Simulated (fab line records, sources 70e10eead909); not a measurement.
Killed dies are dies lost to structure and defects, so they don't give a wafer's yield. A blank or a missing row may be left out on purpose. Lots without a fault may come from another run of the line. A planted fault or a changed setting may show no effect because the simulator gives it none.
Chamber matching | flow nand_harc | NHARC_P_CONTACT_CMP_01 on cmp-03: 4 sister chambers
The step polishes SiO2, target thk 200 nm. 22 wafers are shown with their chamber, then 11 later ones without.

WAFERS WITH THEIR CHAMBER
wafer  | chamber | motor_current_A (A)
L076.1 | 1       | 13.9
L076.2 | 2       | 14.2
L076.4 | 3       | 10.3
L079.1 | 2       | 13.8
L079.2 | 3       | 10.3
L079.4 | 1       | 13.8
L085.1 | 1       | 14.3
L085.4 | 2       | 14.1
L085.6 | 2       | 13.9
L086.1 | 3       | 10.7
L086.3 | 1       | 13.6
L086.4 | 2       | 13.6
L087.1 | 2       | 14.0
L087.3 | 1       | 14.3
L087.5 | 3       | 11.0
L089.1 | 1       | 14.5
L089.4 | 2       | 14.5
L089.5 | 3       | 11.0
L092.2 | 0       | 13.2
L092.5 | 2       | 13.8
L092.6 | 1       | 14.0
L093.4 | 0       | 13.0

SIGNATURES (means of the wafers above)
reading         | chamber 0 | chamber 1 | chamber 2 | chamber 3 | scatter within a chamber
motor_current_A | 13.100    | 14.057    | 13.988    | 10.660    | 0.305
Rule: a wafer's distance from a chamber is the root of the sum, over the readings, of the square of ((its reading less the chamber's mean) divided by the reading's scatter). The wafer belongs to the nearest chamber; if the next one is less than 2 further off, it can't be placed. The scatter: the root of (the sum of the squares of (reading less its chamber's mean) over the shown wafers, divided by (wafers less chambers)).

WAFERS WITHOUT THEIR CHAMBER
wafer  | motor_current_A (A)
L093.5 | 11.1
L093.6 | 14.2
L094.2 | 13.5
L094.3 | 14.1
L094.4 | 10.8
L095.1 | 13.4
L095.2 | 13.9
L095.5 | 13.2
L096.1 | 14.3
L096.2 | 10.5
L096.3 | 13.3

WHICH CHAMBER EACH WENT THROUGH
wafer  | from the rows above          | in truth
L093.5 | 3                            | 3
L093.6 | can't be placed: 1 or 2      | 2
L094.2 | can't be placed: 0 or 2 or 1 | 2
L094.3 | can't be placed: 1 or 2      | 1
L094.4 | 3                            | 3
L095.1 | can't be placed: 0 or 2 or 1 | 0
L095.2 | can't be placed: 2 or 1      | 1
L095.5 | 0                            | 0
L096.1 | can't be placed: 1 or 2      | 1
L096.2 | 3                            | 3
L096.3 | can't be placed: 0 or 2 or 1 | 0
Placed correctly: 4 of 11. Can't be placed from these rows: 7 (the true chamber is among the candidates in 7). Placed wrongly: 0.
